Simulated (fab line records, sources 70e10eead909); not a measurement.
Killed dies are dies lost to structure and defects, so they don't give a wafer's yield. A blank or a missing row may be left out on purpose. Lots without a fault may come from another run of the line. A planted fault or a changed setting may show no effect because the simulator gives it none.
fab line records | flow nand_harc
record lots=5 wafers=15 last_day=31
route steps=1302 shown P_STI@100 P_GATE@110
lots that met no fault: from a run of the same line without faults
start_h: hours from the record's first day to the start of the lot's first wafer shown | wait_h: hours since the lot's step before | " the same as in the row above | L1.1+2: a row that stands for several wafers | - no value, or no start given | * or withheld: withheld | < > ~ a bound
route shown NAME@n: a module of which the file shows steps, and the number in the route of the first | usual: mean/standard deviation of fault-free wafers | same: alike in all rows | chamber/n: place in a boat | sites: the reading at each site | _std_site: their standard deviation | _edge_site: outer sites' mean less inner sites' | radius_mm: how far each site lies from the wafer's centre | mask NAME#n: copy n | behind: the tool/chamber that last shaped the wafer | hold: why the lot was held/for how many hours/how that ended | device: the transistor (n, p or np) that didn't switch | end of line: the same wafers' tests at the end of the route | a step without rows: its recipe alone | killed: dies lost to structure and defects at the first sort, not the wafer's yield | map: a wafer's dies, x killed, . not, _ none there
set.NAME: the setting as run; set.NAME@STEP: as run at that earlier step | model.NAME: the simulator's own value behind a step, which no gauge read
lots at some steps of the route; a table a step, a row a wafer
services: from which hour (start_h, from the record's first day; less than 0 if before it) a tool's chamber was out of use, for how many hours, and why
## steps
# step NHARC_P_STI_CMP_21
# recipe t_overpolish_s=20 target_thk_nm=380.67
# usual motor_current_A=12.2/1.3 overpolish_run_s=20.001/0.0083
# columns lot.wafer tool chamber start_h wait_h motor_current_A overpolish_run_s
L075.1 cmp-04 0 71.31 0.4 12.8 20.013
L075.2 " 1 " " 14.6 19.989
L075.5 " 3 " " 12.0 20.006
L086.4 cmp-03 0 183.34 0.4 10.7 20.002
L086.1 " 2 " " 10.6 20.003
L086.6 " 3 " " 12.4 19.998
L091.2 cmp-04 3 233.44 0.4 12.2 20.002
L091.3 " 0 " " 12.3 19.997
L091.6 " 2 " " 13.6 19.987
L092.2 cmp-03 0 249.84 0.4 11.1 20.001
L092.4 " 3 " " 12.5 20.013
L092.6 " 0 " " 10.8 20.009
L094.1 cmp-02 2 263.47 0.4 12.0 20.009
L094.3 " 0 " " 13.1 19.991
L094.6 " 1 " " 10.6 20.001
# step NHARC_P_STI_SRD_35
# columns lot.wafer tool chamber start_h wait_h
L075.5+1+2 wet_bench-09 1,3,4 71.58 0.0
L086.6+4+1 wet_bench-03 0,2,3 183.62 0.0
L091.2+6+3 wet_bench-03 4,5,0 233.72 0.0
L092.2+4+6 wet_bench-03 4,6,7 250.14 0.0
L094.1+3+6 wet_bench-09 2,3,4 263.76 0.1
# step NHARC_P_STI_ETCH_36
# recipe target_depth_a=388 chemistry=dHF material=SiO2
# columns lot.wafer tool chamber start_h wait_h
L075.5+1+2 wet_bench-09 1,3,4 71.61 0.0
L086.6+4+1 wet_bench-03 0,2,3 183.64 0.0
L091.2+6+3 wet_bench-03 4,5,0 233.74 0.0
L092.2+4+6 wet_bench-03 4,6,7 250.17 0.0
L094.1+3+6 wet_bench-09 2,3,4 263.78 0.0
# step NHARC_P_STI_STRIP_24
# recipe temp_c=160 chemistry=H3PO4 material=Si3N4
# columns lot.wafer tool chamber start_h wait_h
L075.5+1+2 wet_bench-09 1,3,4 71.62 0.0
L086.6+4+1 wet_bench-03 0,2,3 183.66 0.0
L091.2+6+3 wet_bench-03 4,5,0 233.76 0.0
L092.2+4+6 wet_bench-03 4,6,7 250.18 0.0
L094.1+3+6 wet_bench-09 2,3,4 263.81 0.0
# step NHARC_P_STI_ETCH_37
# recipe target_depth_a=110 chemistry=dHF material=SiO2
# columns lot.wafer tool chamber start_h wait_h
L075.5+1+2 wet_bench-09 1,3,4 - -
L086.6+4+1 wet_bench-03 0,2,3 - -
L091.2+6+3 wet_bench-03 4,5,0 - -
L092.2+4+6 wet_bench-03 4,6,7 - -
L094.1+3+6 wet_bench-09 2,3,4 - -
# step NHARC_P_STI_PRECLEAN_38
# recipe time_s=* temp_c=50 bath_age_min=0 chemistry=SC1
# columns lot.wafer tool chamber start_h wait_h
L075.5+1+2 wet_bench-09 1,3,4 - -
L086.6+4+1 wet_bench-03 0,2,3 - -
L091.2+6+3 wet_bench-03 4,5,0 - -
L092.2+4+6 wet_bench-03 4,6,7 - -
L094.1+3+6 wet_bench-09 2,3,4 - -
# step NHARC_P_STI_SRD_39
# columns lot.wafer tool chamber start_h wait_h
L075.5+1+2 wet_bench-09 1,3,4 - -
L086.6+4+1 wet_bench-03 0,2,3 - -
L091.2+6+3 wet_bench-03 4,5,0 - -
L092.2+4+6 wet_bench-03 4,6,7 - -
L094.1+3+6 wet_bench-09 2,3,4 - -
# step NHARC_P_STI_OXIDE_40
# recipe target_thk_a=100 temp_c=900 ox_time_s=1362 material=SiO2
# usual spike_tc_top_C=915/3.1
# same ox_time_s=1362
# columns lot.wafer tool chamber start_h wait_h spike_tc_top_C
L075.1 furnace-07 0 75.49 - 915
L075.2 " 0 " " 913
L075.5 " 0 " " 914
L086.1 furnace-07 0 187.01 - 914
L086.4 " 0 " " 912
L086.6 " 0 " " 912
L091.2 furnace-02 0 237.82 - 917
L091.3 " 0 " " 919
L091.6 " 0 " " 919
L092.2 furnace-01 0 256.81 - 910
L092.4 " 0 " " 912
L092.6 " 0 " " 909
L094.1 furnace-07 0 267.46 - 913
L094.3 " 0 " " 912
L094.6 " 0 " " 912
# step NHARC_P_STI_INSPECT_25
# usual raw_defect_count=239/110
# columns lot.wafer tool chamber start_h wait_h raw_defect_count
L075.1 defect_inspect-02 - 79.52 0.4 191
L075.2 " - " " 280
L075.5 " - " " 272
L086.1 defect_inspect-02 - 191.06 0.4 327
L086.4 " - " " 231
L086.6 " - " " 173
L091.2 defect_inspect-02 - 241.90 0.4 236
L091.3 " - " " 237
L091.6 " - " " 162
L092.2 defect_inspect-02 - 260.87 0.4 244
L092.4 " - " " 139
L092.6 " - " " 344
L094.1 defect_inspect-02 - 271.52 0.4 522
L094.3 " - " " 854
L094.6 " - " " 518
# step NHARC_P_GATE_ETCH_69
# recipe target_depth_a=140 chemistry=dHF material=SiO2
# columns lot.wafer tool chamber start_h wait_h
L075.2+1+5 wet_bench-05 0,1,2 79.62 0.1
L086.4+6+1 wet_bench-01 1,4,5 191.11 0.0
L091.3+6+2 wet_bench-01 7,0,2 241.95 0.0
L092.4+2+6 wet_bench-01 2,4,7 260.92 0.0
L094.3+1+6 wet_bench-05 7,0,1 271.62 0.1
# step NHARC_P_GATE_PRECLEAN_70
# recipe time_s=* temp_c=50 bath_age_min=0 chemistry=SC1
# columns lot.wafer tool chamber start_h wait_h
L075.2+1+5 wet_bench-05 0,1,2 79.68 0.0
L086.4+6+1 wet_bench-01 1,4,5 191.21 0.1
L091.3+6+2 wet_bench-01 7,0,2 242.04 0.1
L092.4+2+6 wet_bench-01 2,4,7 261.01 0.1
L094.3+1+6 wet_bench-05 7,0,1 271.67 0.0
# step NHARC_P_GATE_SRD_01
# columns lot.wafer tool chamber start_h wait_h
L075.2+1+5 wet_bench-05 0,1,2 - -
L086.4+6+1 wet_bench-01 1,4,5 - -
L091.3+6+2 wet_bench-01 7,0,2 - -
L092.4+2+6 wet_bench-01 2,4,7 - -
L094.3+1+6 wet_bench-05 7,0,1 - -
# step NHARC_P_GATE_OXIDE_02
# recipe target_thk_a=375 temp_c=950 p_h2o_torr=720 ox_time_s=365 material=SiO2
# usual spike_tc_top_C=961.4/1.6
# same ox_time_s=365
# columns lot.wafer tool chamber start_h wait_h spike_tc_top_C
L075.1 furnace-08 0 83.26 - 960.7
L075.2 " 0 " " 960.8
L075.5 " 0 " " 958.9
L086.1 furnace-04 0 194.47 - 961.6
L086.4 " 0 " " 961.6
L086.6 " 0 " " 960.5
L091.2 furnace-04 0 245.97 - 962.7
L091.3 " 0 " " 962.1
L091.6 " 0 " " 961.9
L092.2 furnace-08 0 264.59 - 959.7
L092.4 " 0 " " 958.4
L092.6 " 0 " " 962.2
L094.1 furnace-04 0 276.80 - 962.2
L094.3 " 0 " " 960.8
L094.6 " 0 " " 962.7
# step NHARC_P_GATE_DEHYDRATE_03
# recipe temp_c=150 time_s=120
# columns lot.wafer tool chamber start_h wait_h
L075.1+2+5 litho_track-03 0 87.76 0.4
L086.1+4+6 litho_track-07 0 199.10 0.4
L091.2+3+6 litho_track-03 0 250.51 0.4
L092.2+4+6 litho_track-05 0 269.18 0.4
L094.1+3+6 litho_track-05 0 281.42 0.4
# step NHARC_P_GATE_HMDS_04
# recipe time_s=30
# columns lot.wafer tool chamber start_h wait_h
L075.1+2+5 litho_track-03 0 - -
L086.1+4+6 litho_track-07 0 - -
L091.2+3+6 litho_track-03 0 - -
L092.2+4+6 litho_track-05 0 - -
L094.1+3+6 litho_track-05 0 - -
# step NHARC_P_GATE_COAT_05
# recipe spin_rpm=4690
# columns lot.wafer tool chamber start_h wait_h
L075.1+2+5 litho_track-03 0 - -
L086.1+4+6 litho_track-07 0 - -
L091.2+3+6 litho_track-03 0 - -
L092.2+4+6 litho_track-05 0 - -
L094.1+3+6 litho_track-05 0 - -
# step NHARC_P_GATE_SOFTBAKE_06
# recipe temp_c=122 time_s=95
# columns lot.wafer tool chamber start_h wait_h
L075.1+2+5 litho_track-03 0 - -
L086.1+4+6 litho_track-07 0 - -
L091.2+3+6 litho_track-03 0 - -
L092.2+4+6 litho_track-05 0 - -
L094.1+3+6 litho_track-05 0 - -
# step NHARC_P_GATE_EBR_07
# columns lot.wafer tool chamber start_h wait_h
L075.1+2+5 litho_track-03 0 - -
L086.1+4+6 litho_track-07 0 - -
L091.2+3+6 litho_track-03 0 - -
L092.2+4+6 litho_track-05 0 - -
L094.1+3+6 litho_track-05 0 - -
# step NHARC_P_GATE_EXPOSE_08
# recipe na=0.6 dose_mj=16.75 mask_id=P_HV
# columns lot.wafer tool chamber start_h wait_h mask
L075.1+2+5 krf_scanner-03 0 87.90 - P_HV#0
L086.1+4+6 krf_scanner-02 0 199.24 - P_HV#0
L091.2+3+6 krf_scanner-04 0 250.78 - P_HV#0
L092.2+4+6 krf_scanner-04 0 269.33 - P_HV#0
L094.1+3+6 krf_scanner-02 0 281.69 - P_HV#0
# step NHARC_P_GATE_PEB_09
# recipe peb_temp_c=118 peb_time_s=85
# same peb_time_s=85
# columns lot.wafer tool chamber start_h wait_h
L075.1+2+5 litho_track-07 0 87.97 0.1
L086.1+4+6 litho_track-03 0 199.31 0.1
L091.2+3+6 litho_track-05 0 250.84 0.1
L092.2+4+6 litho_track-03 0 269.39 0.1
L094.1+3+6 litho_track-07 0 281.76 0.1
# step NHARC_P_GATE_DEVELOP_10
# recipe time_s=70
# columns lot.wafer tool chamber start_h wait_h
L075.1+2+5 litho_track-07 0 - -
L086.1+4+6 litho_track-03 0 - -
L091.2+3+6 litho_track-05 0 - -
L092.2+4+6 litho_track-03 0 - -
L094.1+3+6 litho_track-07 0 - -
# step NHARC_P_GATE_CD_MEAS_11
# recipe target_cd_nm=1640 landing_energy_ev=500
# usual cd_nm=1638.8/1.7
# columns lot.wafer tool chamber start_h wait_h cd_nm
L075.1 cd_sem-03 0 88.06 - 1639.0
L075.2 " 0 " " 1639.5
L075.5 " 0 " " 1639.6
L086.1 cd_sem-01 0 199.40 - 1641.2
L086.4 " 0 " " 1637.3
L086.6 " 0 " " 1641.1
L091.2 cd_sem-03 0 250.94 - 1638.6
L091.3 " 0 " " 1635.2
L091.6 " 0 " " 1638.4
L092.2 cd_sem-01 0 269.49 - 1636.1
L092.4 " 0 " " 1640.8
L092.6 " 0 " " 1637.7
L094.1 cd_sem-02 0 281.85 - 1634.9
L094.3 " 0 " " 1637.3
L094.6 " 0 " " 1638.7
# step NHARC_P_GATE_HARDBAKE_12
# recipe temp_c=125 time_s=80
# columns lot.wafer tool chamber start_h wait_h
L075.1+2+5 litho_track-05 0 88.14 -
L086.1+4+6 litho_track-07 0 199.48 -
L091.2+3+6 litho_track-05 0 251.02 -
L092.2+4+6 litho_track-05 0 269.56 -
L094.1+3+6 litho_track-07 0 281.93 -
# step NHARC_P_GATE_DESCUM_13
# recipe time_s=3 o2_flow_sccm=200 ar_flow_sccm=0 bias_power_w=0 chemistry=O2
# usual drypump_motor_current_A=5.8/0.34 oes_product_au=1.000/0.0094 rf_vpp_V=57.7/0.96 showerhead_plenum_p_Torr=1.90/0.092 throttle_valve_pct=11.311/0.0089
# columns lot.wafer tool chamber start_h wait_h drypump_motor_current_A oes_product_au rf_hours_counter_h rf_vpp_V showerhead_plenum_p_Torr throttle_valve_pct
L075.2 rie_diel-03 3 88.23 - 5.8 0.993 6.2 56.1 1.79 11.308
L075.1 " 1 " " 6.1 0.998 6.1 58.1 1.99 11.310
L075.5 " 3 " " 5.9 0.993 - 56.7 1.79 11.312
L086.1 rie_diel-06 1 199.57 - 5.5 0.995 4.3 57.7 2.01 11.307
L086.4 " 2 " " 5.9 0.997 3.3 57.8 1.90 11.311
L086.6 " 0 " " 5.3 0.999 - 58.4 1.99 11.309
L091.2 rie_diel-03 3 251.09 - 5.8 0.997 7.9 57.8 1.78 11.320
L091.3 " 1 " " 6.1 0.996 7.6 58.3 1.99 11.302
L091.6 " 0 " " 5.3 0.991 - 56.9 1.78 11.313
L092.2 rie_diel-10 2 269.66 - 5.7 1.001 0.7 57.6 1.79 11.312
L092.4 " 1 " " 6.0 1.015 - 57.3 1.86 11.322
L092.6 " 0 " " 6.4 0.996 - 58.1 1.98 11.313
L094.1 rie_diel-10 0 282.02 - 6.4 0.995 2.1 58.3 1.98 11.312
L094.3 " 2 " " 5.7 0.995 1.5 58.0 1.79 11.301
L094.6 " 0 " " 6.4 0.988 - 57.3 1.98 11.309
# step NHARC_P_GATE_ETCH_14
# recipe target_depth_a=488 chemistry=dHF material=SiO2
# columns lot.wafer tool chamber start_h wait_h
L075.2+5+1 wet_bench-06 5,7,1 88.36 0.1
L086.4+1+6 wet_bench-01 7,2,4 199.70 0.1
L091.6+3+2 wet_bench-06 6,0,3 251.23 0.1
L092.2+4+6 wet_bench-01 3,4,0 269.81 0.1
L094.3+6+1 wet_bench-06 2,3,6 282.16 0.1
# step NHARC_P_GATE_STRIP_15
# recipe time_s=780 temp_c=130 chemistry=SPM
# columns lot.wafer tool chamber start_h wait_h
L075.2+5+1 wet_bench-06 5,7,1 88.40 0.0
L086.4+1+6 wet_bench-01 7,2,4 199.74 0.0
L091.6+3+2 wet_bench-06 6,0,3 251.27 0.0
L092.2+4+6 wet_bench-01 3,4,0 269.84 0.0
L094.3+6+1 wet_bench-06 2,3,6 282.20 0.0
# step NHARC_P_GATE_PRECLEAN_71
# recipe time_s=* temp_c=50 bath_age_min=0 chemistry=SC1
# columns lot.wafer tool chamber start_h wait_h
L075.2+5+1 wet_bench-06 5,7,1 - -
L086.4+1+6 wet_bench-01 7,2,4 - -
L091.6+3+2 wet_bench-06 6,0,3 - -
L092.2+4+6 wet_bench-01 3,4,0 - -
L094.3+6+1 wet_bench-06 2,3,6 - -
# step NHARC_P_GATE_SRD_72
# columns lot.wafer tool chamber start_h wait_h
L075.2+5+1 wet_bench-06 5,7,1 - -
L086.4+1+6 wet_bench-01 7,2,4 - -
L091.6+3+2 wet_bench-06 6,0,3 - -
L092.2+4+6 wet_bench-01 3,4,0 - -
L094.3+6+1 wet_bench-06 2,3,6 - -
# step NHARC_P_GATE_OXIDE_16
# recipe target_thk_a=30 temp_c=875 ox_time_s=392 material=SiO2
# usual spike_tc_top_C=887.5/1.6
# same ox_time_s=392
# columns lot.wafer tool chamber start_h wait_h spike_tc_top_C
L075.1 furnace-04 0 91.93 - 889.0
L075.2 " 0 " " 887.3
L075.5 " 0 " " 888.5
L086.1 furnace-05 0 203.30 - 888.3
L086.4 " 0 " " 889.1
L086.6 " 0 " " 890.0
L091.2 furnace-05 0 254.84 - 890.7
L091.3 " 0 " " 889.3
L091.6 " 0 " " 890.1
L092.2 furnace-04 0 273.27 - 887.1
L092.4 " 0 " " 886.2
L092.6 " 0 " " 888.0
L094.1 furnace-04 0 285.62 - 887.8
L094.3 " 0 " " 887.3
L094.6 " 0 " " 888.5
# step NHARC_P_GATE_CVD_17
# recipe target_thk_a=1500 temp_c=620 time_s=900 material=poly-Si
# usual spike_tc_top_C=636/3.1
# columns lot.wafer tool chamber start_h wait_h spike_tc_top_C
L075.1 lpcvd_poly-02 0 97.98 2.6 640
L075.2 " 0 " " 641
L075.5 " 0 " " 639
L086.1 lpcvd_poly-04 0 209.40 2.5 634
L086.4 " 0 " " 635
L086.6 " 0 " " 632
L091.2 lpcvd_poly-01 0 261.05 2.7 639
L091.3 " 0 " " 638
L091.6 " 0 " " 638
L092.2 lpcvd_poly-04 0 279.33 2.5 634
L092.4 " 0 " " 631
L092.6 " 0 " " 632
L094.1 lpcvd_poly-02 0 291.77 2.6 641
L094.3 " 0 " " 638
L094.6 " 0 " " 639
# step NHARC_P_GATE_HM_DEP_102
# recipe target_thk_a=1200 temp_c=400 material=aC
# usual throttle_valve_pct=34.998/0.0084
# columns lot.wafer tool chamber start_h wait_h throttle_valve_pct
L075.1 acl_dep-03 0 103.47 3.3 34.994
L075.2 " 0 " " 34.993
L075.5 " 0 " " 35.001
L086.1 acl_dep-01 0 212.00 0.4 35.017
L086.4 " 0 " " 35.006
L086.6 " 0 " " 34.989
L091.2 acl_dep-01 0 265.40 2.1 34.998
L091.3 " 0 " " 34.998
L091.6 " 0 " " 35.003
L092.2 acl_dep-03 0 284.66 3.1 35.000
L092.4 " 0 " " 34.995
L092.6 " 0 " " 35.001
L094.1 acl_dep-01 0 294.41 0.4 35.011
L094.3 " 0 " " 34.992
L094.6 " 0 " " 35.009
# step NHARC_P_GATE_DEP_103
# recipe target_thk_a=300 target_thk_nm=30 temp_c=400 flow_sccm=200 rf_w=350 material=SiON
# usual heater_power_w=712/110
# columns lot.wafer tool chamber start_h wait_h heater_power_w
L075.2 pecvd-01 2 104.17 0.5 805
L075.1 " 0 " " 688
L075.5 " 0 " " 695
L086.1 pecvd-03 0 212.66 0.5 668
L086.6 " 0 " " 653
L086.4 " 1 " " 586
L091.3 pecvd-03 2 265.95 0.3 552
L091.2 " 0 " " 674
L091.6 " 1 " " 609
L092.2 pecvd-03 1 285.72 0.9 552
L092.6 " 1 " " 541
L092.4 " 2 " " 597
L094.1 pecvd-03 0 295.06 0.6 648
L094.3 " 2 " " 556
L094.6 " 1 " " 574
# step NHARC_P_GATE_DEHYDRATE_18
# recipe temp_c=150 time_s=120
# columns lot.wafer tool chamber start_h wait_h
L075.1+2+5 litho_track-04 0 104.41 0.2
L086.1+4+6 litho_track-06 0 212.95 0.3
L091.2+3+6 litho_track-01 0 266.22 0.2
L092.2+4+6 litho_track-01 0 285.98 0.2
L094.1+3+6 litho_track-01 0 295.33 0.2
# step NHARC_P_GATE_HMDS_19
# recipe time_s=30
# columns lot.wafer tool chamber start_h wait_h
L075.1+2+5 litho_track-04 0 - -
L086.1+4+6 litho_track-06 0 - -
L091.2+3+6 litho_track-01 0 - -
L092.2+4+6 litho_track-01 0 - -
L094.1+3+6 litho_track-01 0 - -
# step NHARC_P_GATE_COAT_20
# recipe spin_rpm=1500 resist_thk_nm=90
# columns lot.wafer tool chamber start_h wait_h
L075.1+2+5 litho_track-04 0 - -
L086.1+4+6 litho_track-06 0 - -
L091.2+3+6 litho_track-01 0 - -
L092.2+4+6 litho_track-01 0 - -
L094.1+3+6 litho_track-01 0 - -
# step NHARC_P_GATE_SOFTBAKE_21
# recipe temp_c=105 time_s=55
# columns lot.wafer tool chamber start_h wait_h
L075.1+2+5 litho_track-04 0 - -
L086.1+4+6 litho_track-06 0 - -
L091.2+3+6 litho_track-01 0 - -
L092.2+4+6 litho_track-01 0 - -
L094.1+3+6 litho_track-01 0 - -
# step NHARC_P_GATE_EBR_22
# columns lot.wafer tool chamber start_h wait_h
L075.1+2+5 litho_track-04 0 - -
L086.1+4+6 litho_track-06 0 - -
L091.2+3+6 litho_track-01 0 - -
L092.2+4+6 litho_track-01 0 - -
L094.1+3+6 litho_track-01 0 - -
# step NHARC_P_GATE_EXPOSE_23
# recipe na=1.35 target_cd_nm=120 dose_mj=93.91 mask_id=P_GATE
# columns lot.wafer tool chamber start_h wait_h mask
L075.1+2+5 arfi_scanner-03 0 104.68 - P_GATE#0
L086.1+4+6 arfi_scanner-03 0 213.22 - P_GATE#0
L091.2+3+6 arfi_scanner-03 0 266.36 - P_GATE#0
L092.2+4+6 arfi_scanner-03 0 286.13 - P_GATE#0
L094.1+3+6 arfi_scanner-02 0 295.60 - P_GATE#0
# step NHARC_P_GATE_PEB_24
# recipe peb_temp_c=100 peb_time_s=65
# same peb_time_s=65
# columns lot.wafer tool chamber start_h wait_h
L075.1+2+5 litho_track-01 0 104.74 0.1
L086.1+4+6 litho_track-01 0 213.28 0.1
L091.2+3+6 litho_track-06 0 266.42 0.1
L092.2+4+6 litho_track-06 0 286.19 0.1
L094.1+3+6 litho_track-04 0 295.66 0.1
# step NHARC_P_GATE_DEVELOP_25
# recipe develop_time_s=35 dev_temp_c=23
# columns lot.wafer tool chamber start_h wait_h
L075.1+2+5 litho_track-01 0 - -
L086.1+4+6 litho_track-01 0 - -
L091.2+3+6 litho_track-06 0 - -
L092.2+4+6 litho_track-06 0 - -
L094.1+3+6 litho_track-04 0 - -
# step NHARC_P_GATE_CD_MEAS_26
# recipe target_cd_nm=120 landing_energy_ev=500
# usual cd_nm=120.1/0.63
# columns lot.wafer tool chamber start_h wait_h cd_nm
L075.1 cd_sem-02 0 104.82 - 120.0
L075.2 " 0 " " 120.4
L075.5 " 0 " " 120.4
L086.1 cd_sem-01 0 213.36 - 119.7
L086.4 " 0 " " 119.9
L086.6 " 0 " " 120.4
L091.2 cd_sem-03 0 266.50 - 120.4
L091.3 " 0 " " 120.7
L091.6 " 0 " " 119.4
L092.2 cd_sem-02 0 286.27 - 120.6
L092.4 " 0 " " 119.5
L092.6 " 0 " " 120.0
L094.1 cd_sem-03 0 295.74 - 120.2
L094.3 " 0 " " 120.5
L094.6 " 0 " " 120.1
# step NHARC_P_GATE_OVL_MEAS_27
# usual overlay_x_nm=0.1/0.73 overlay_y_nm=-0.3/0.91
# columns lot.wafer tool chamber start_h wait_h overlay_x_nm overlay_y_nm
L075.1 overlay-02 - 104.91 - -0.1 0.4
L075.2 " - " " -0.4 0.6
L075.5 " - " " -0.1 0.9
L086.1 overlay-01 - 213.45 - 0.5 -1.9
L086.4 " - " " 0.3 -2.5
L086.6 " - " " 0.7 -2.5
L091.2 overlay-01 - 266.59 - -0.5 -0.5
L091.3 " - " " -1.1 -0.6
L091.6 " - " " -0.4 -1.0
L092.2 overlay-02 - 286.35 - -0.4 1.4
L092.4 " - " " -0.4 1.1
L092.6 " - " " -0.5 1.4
L094.1 overlay-02 - 295.83 - -0.8 0.2
L094.3 " - " " -0.2 0.0
L094.6 " - " " -0.3 0.6
# step NHARC_P_GATE_INSPECT_28
# usual raw_defect_count=6/3.4
# columns lot.wafer tool chamber start_h wait_h raw_defect_count
L075.1 defect_inspect-02 - 104.94 0.0 13
L075.2 " - " " 8
L075.5 " - " " 9
L086.1 defect_inspect-02 - 213.49 0.0 4
L086.4 " - " " 6
L086.6 " - " " 7
L091.2 defect_inspect-02 - 266.62 0.0 5
L091.3 " - " " 6
L091.6 " - " " 4
L092.2 defect_inspect-01 - 286.39 0.0 11
L092.4 " - " " 8
L092.6 " - " " 20
L094.1 defect_inspect-01 - 295.86 0.0 11
L094.3 " - " " 7
L094.6 " - " " 13
# step NHARC_P_GATE_DESCUM_31
# recipe time_s=3 o2_flow_sccm=200 ar_flow_sccm=0 bias_power_w=0 chemistry=O2
# usual drypump_motor_current_A=5.8/0.34 oes_product_au=0.999/0.0084 rf_vpp_V=57.7/0.88 showerhead_plenum_p_Torr=1.91/0.091 throttle_valve_pct=11.310/0.0087
# columns lot.wafer tool chamber start_h wait_h drypump_motor_current_A oes_product_au rf_hours_counter_h rf_vpp_V showerhead_plenum_p_Torr throttle_valve_pct
L075.1 rie_diel-10 2 105.01 0.1 5.7 1.000 0.5 57.2 1.79 11.310
L075.2 " 0 " " 6.4 1.000 2.4 57.4 1.99 11.329
L075.5 " 3 " " 5.9 0.995 - 58.4 2.02 11.309
L086.4 rie_diel-10 3 213.55 0.1 5.9 0.994 7.7 57.6 2.02 11.318
L086.1 " 2 " " 5.7 0.987 6.9 59.0 1.79 11.308
L086.6 " 0 " " 6.4 0.990 - 56.3 1.98 11.314
L091.2 rie_diel-06 2 266.68 0.1 5.9 0.997 7.3 58.1 1.90 11.302
L091.3 " 0 " " 5.3 1.001 7.2 58.7 1.99 11.307
L091.6 " 2 " " 5.9 1.012 - 57.5 1.90 11.307
L092.4 rie_diel-10 1 286.45 0.1 6.0 1.005 1.8 55.2 1.86 11.319
L092.2 " 2 " " 5.7 1.003 1.6 57.9 1.79 11.313
L092.6 " 2 " " 5.7 0.995 - 57.6 1.79 11.309
L094.3 rie_diel-03 1 295.93 0.1 6.1 0.985 0.1 58.6 1.99 11.304
L094.1 " 0 " " 5.3 1.000 0.1 57.2 1.78 11.313
L094.6 " 2 " " 5.6 0.994 - 58.1 1.85 11.307
# step NHARC_P_GATE_ETCH_104
# recipe target_depth_a=600 time_s=withheld cf4_flow_sccm=100 chf3_flow_sccm=30 ar_flow_sccm=0 rf_w=500 bias_w=200 chemistry=CF4/CHF3
# usual drypump_motor_current_A=5.8/0.34 oes_product_au=0.949/0.024 rf_vpp_V=370.2/2.6 showerhead_plenum_p_Torr=1.56/0.073 throttle_valve_pct=16.803/0.0092
# columns lot.wafer tool chamber start_h wait_h drypump_motor_current_A oes_product_au rf_vpp_V showerhead_plenum_p_Torr throttle_valve_pct
L075.1 rie_diel-10 1 105.09 0.1 6.0 0.971 368.4 1.53 16.803
L075.2 " 2 " " 5.7 0.956 368.1 1.48 16.807
L075.5 " 2 " " 5.7 0.959 368.7 1.48 16.805
L086.4 rie_diel-10 1 213.63 0.1 6.0 0.990 369.3 1.53 16.805
L086.1 " 0 " " 6.4 0.967 371.5 1.63 16.795
L086.6 " 1 " " 6.0 0.983 368.5 1.53 16.803
L091.2 rie_diel-06 2 266.82 0.1 5.9 0.918 371.4 1.56 16.820
L091.3 " 0 " " 5.3 0.918 373.5 1.63 16.798
L091.6 " 3 " " 5.3 0.909 372.9 1.62 16.809
L092.2 rie_diel-10 3 286.54 0.1 5.9 0.985 374.6 1.65 16.801
L092.4 " 1 " " 6.0 0.931 367.7 1.53 16.800
L092.6 " 3 " " 5.9 0.989 373.0 1.65 16.817
L094.1 rie_diel-03 3 296.01 0.1 5.8 0.953 367.8 1.47 16.803
L094.3 " 1 " " 6.1 0.952 373.8 1.63 16.791
L094.6 " 0 " " 5.3 0.983 366.7 1.47 16.796
# step NHARC_P_GATE_HM_OPEN_105
# recipe target_depth_a=3600 o2_flow_sccm=400 cos_flow_sccm=20 ar_flow_sccm=0 rf_w=500 bias_w=300 chemistry=O2/COS
# usual drypump_motor_current_A=5.8/0.35 oes_product_au=0.998/0.0091 rf_vpp_V=467/3.1 showerhead_plenum_p_Torr=3.11/0.14 throttle_valve_pct=28.330/0.01
# columns lot.wafer tool chamber start_h wait_h drypump_motor_current_A oes_product_au rf_hours_counter_h rf_vpp_V showerhead_plenum_p_Torr throttle_valve_pct
L075.1 rie_diel-10 1 - - 6.0 1.021 2.1 465 3.04 28.331
L075.2 " 2 " " 5.7 1.012 0.5 464 2.93 28.319
L075.5 " 1 " " 6.0 1.007 - 465 3.04 28.341
L086.4 rie_diel-10 3 - - 5.9 0.987 7.7 471 3.28 28.329
L086.1 " 2 " " 5.7 1.010 6.9 462 2.93 28.341
L086.6 " 0 " " 6.4 0.986 - 469 3.23 28.322
L091.3 rie_diel-06 0 - - 5.2 1.016 7.2 470 3.24 28.337
L091.2 " 2 " " 5.9 0.998 7.3 466 3.09 28.319
L091.6 " 0 " " 5.3 1.001 - 469 3.24 28.332
L092.2 rie_diel-10 1 - - 6.0 1.012 1.8 464 3.04 28.344
L092.4 " 2 " " 5.7 0.996 1.6 463 2.93 28.337
L092.6 " 2 " " 5.7 1.005 - 463 2.93 28.338
L094.1 rie_diel-03 3 - - 5.9 0.988 0.2 462 2.92 28.313
L094.3 " 1 " " 6.1 0.990 0.1 470 3.24 28.342
L094.6 " 2 " " 5.5 1.000 - 466 3.02 28.320
# step NHARC_P_GATE_STRIP_106
# recipe o2_flow_sccm=400 cos_flow_sccm=20 ar_flow_sccm=0 bias_w=0 chemistry=O2/COS
# columns lot.wafer tool chamber start_h wait_h
L075.2+1+5 rie_diel-10 0,3,0 - -
L086.4+1+6 rie_diel-10 1,2,3 - -
L091.3+2+6 rie_diel-06 1,0,2 - -
L092.4+2+6 rie_diel-10 2,3,0 - -
L094.1+3+6 rie_diel-03 3,0,0 - -
## services
# columns tool chamber start_h hours kind
rie_diel-10 - 65.52 9.0 pm
rie_diel-03 - 70.88 0.2 repair
litho_track-07 - 76.00 7.0 pm
wet_bench-05 - 84.80 8.0 pm
litho_track-03 - 100.00 7.0 pm
wet_bench-01 - 101.62 8.0 pm
rie_diel-10 3 108.30 13.7 repair
rie_diel-10 0 123.74 16.0 repair
litho_track-05 - 124.01 7.0 pm
rie_diel-10 3 143.60 7.4 repair
litho_track-01 - 155.00 7.0 pm
rie_diel-10 1 167.77 4.6 repair
wet_bench-09 - 176.80 8.0 pm
litho_track-06 - 179.00 7.0 pm
litho_track-04 - 203.00 7.0 pm
wet_bench-06 - 208.49 8.0 pm
wet_bench-03 - 210.40 8.0 pm
rie_diel-10 1 229.23 3.6 repair
rie_diel-10 - 242.52 9.0 pm
litho_track-07 - 251.00 7.0 pm
rie_diel-10 3 268.98 4.8 repair
litho_track-03 - 275.00 7.0 pm
wet_bench-01 - 277.62 8.0 pm
rie_diel-10 1 288.83 10.4 repair
## key
fault none
